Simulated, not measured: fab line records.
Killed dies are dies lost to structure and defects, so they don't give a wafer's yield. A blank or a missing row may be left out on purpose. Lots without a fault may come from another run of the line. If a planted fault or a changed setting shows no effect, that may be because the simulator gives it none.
A lot that was struck, set against a sound lot + flow n5_finfet + 14 out of 1938 route steps
Sound: wafers L117.1, L117.3, L117.5. Wafers struck: L112.3, L112.4, L112.6. At the end, the cause is stated.
At each step with rows: each side's tool, then ch and its chambers, then its first start. Under that, the readings that differ: sound wafers + struck wafers + difference of the means + sigmas: that difference in standard deviations of wafers without a fault.
alike: a reading whose means differ by less than 2 such deviations, as well as words and numbers matching on both sides. not compared: withheld readings; readings where some wafer has no value; bounds like >300 that might hide an equal value; numbers whose values overlap and for which the record gives no deviation.
The two part at a step that has a row with sigmas, a row that says differs or no value, or rows on one side only. Non-overlapping numbers with no deviation appear without sigmas and do not part them. A reading that every wafer of one side lacks parts them only if that side has two wafers or more.

N5_BEOL_M11_ETCH_61: etches SiARC in CF4, target depth 39 nm, time 65 s.
  sound on rie_diel-03 ch 0,1,3, day 13 21:37; struck on rie_diel-04 ch 0,2, day 13 00:31
  alike: drypump_motor_current_A, etch_rf_on_time_s, oes_product_au, rf_vpp_V, showerhead_plenum_p_Torr, throttle_valve_pct
  not compared: rf_hours_counter_h
N5_BEOL_M11_ETCH_62: etches SOC in N2/H2, target depth 110 nm, overetch 22 nm, time 165 s.
  sound on rie_diel-03 ch 0,1,3, day 13 21:40; struck on rie_diel-04 ch 0,2, day 13 00:34
  alike: drypump_motor_current_A, n2_flow_sccm, oes_product_au, rf_vpp_V, showerhead_plenum_p_Torr, temp_c, throttle_valve_pct
  not compared: rf_hours_counter_h
then, 1 step without rows for these wafers: N5_BEOL_M11_STRIP_68 (strips in N2/H2).
N5_BEOL_M11_STRIP_67: strips in CF4.
  sound on rie_diel-03 ch 0,1,3, day 13 21:49; struck on rie_diel-04 ch 0,2, day 13 00:43
  alike: drypump_motor_current_A, oes_product_au, rf_vpp_V, showerhead_plenum_p_Torr, throttle_valve_pct
  not compared: rf_hours_counter_h
N5_BEOL_M11_HM_OPEN_17: chemistry Cl2/BCl3, target TiN, target depth 20 nm, overetch 6 nm.
  sound on rie_metal-02 ch 0,1, day 13 21:52; struck on rie_metal-01 ch 0,1, day 13 00:47
| reading              | sound          | struck         | difference | sigmas |
|----------------------|----------------|----------------|------------|--------|
| oes_ar_750_au (a.u.) | 0.83 0.90 0.90 | 0.82 0.62 0.62 | -0.19      | -2     |
  alike: drypump_motor_current_A, oes_product_au, throttle_valve_pct
  not compared: rf_hours_counter_h
N5_BEOL_M11_STRIP_19: strips in O2.
  sound on rie_diel-03 ch 0,1,2, day 13 22:00; struck on rie_diel-03 ch 0,1, day 13 00:54
  alike: drypump_motor_current_A, oes_product_au, rf_vpp_V, showerhead_plenum_p_Torr, temp_c, throttle_valve_pct
  not compared: rf_hours_counter_h
N5_BEOL_M11_CD_MEAS_18: pitch 140 nm, target cd 70 nm.
  sound on cd_sem-01 at day 13 22:04; struck on cd_sem-03 at day 13 00:58
  alike: cd_nm
then, 5 steps without rows for these wafers: N5_BEOL_M11_COAT_63 (time 60 s, resist thk 100 nm); N5_BEOL_M11_COAT_64 (time 60 s, resist thk 30 nm); N5_BEOL_M11_COAT_22 (resist thk 90 nm); N5_BEOL_M11_EBR_24; N5_BEOL_M11_SOFTBAKE_23 (time 60 s).
N5_BEOL_M11_EXPOSE_25: exposes mask V10.
  struck on arfi_scanner-03, day 13 02:23; sound on arfi_scanner-01 ch 0, day 13 22:13
  no value came back on the struck wafers for exposure_dose_mJ_cm2, focus_offset_nm (nm); on the sound wafers exposure_dose_mJ_cm2 reads 85.31 85.40 85.32
  alike: mask
then, 1 step without rows for these wafers: N5_BEOL_M11_PEB_26 (peb time 60 s).

WHERE THEY PART
Last at N5_BEOL_M11_EXPOSE_25 as far as this record goes, first at N5_BEOL_M11_HM_OPEN_17.

WHY: what the simulator had put in
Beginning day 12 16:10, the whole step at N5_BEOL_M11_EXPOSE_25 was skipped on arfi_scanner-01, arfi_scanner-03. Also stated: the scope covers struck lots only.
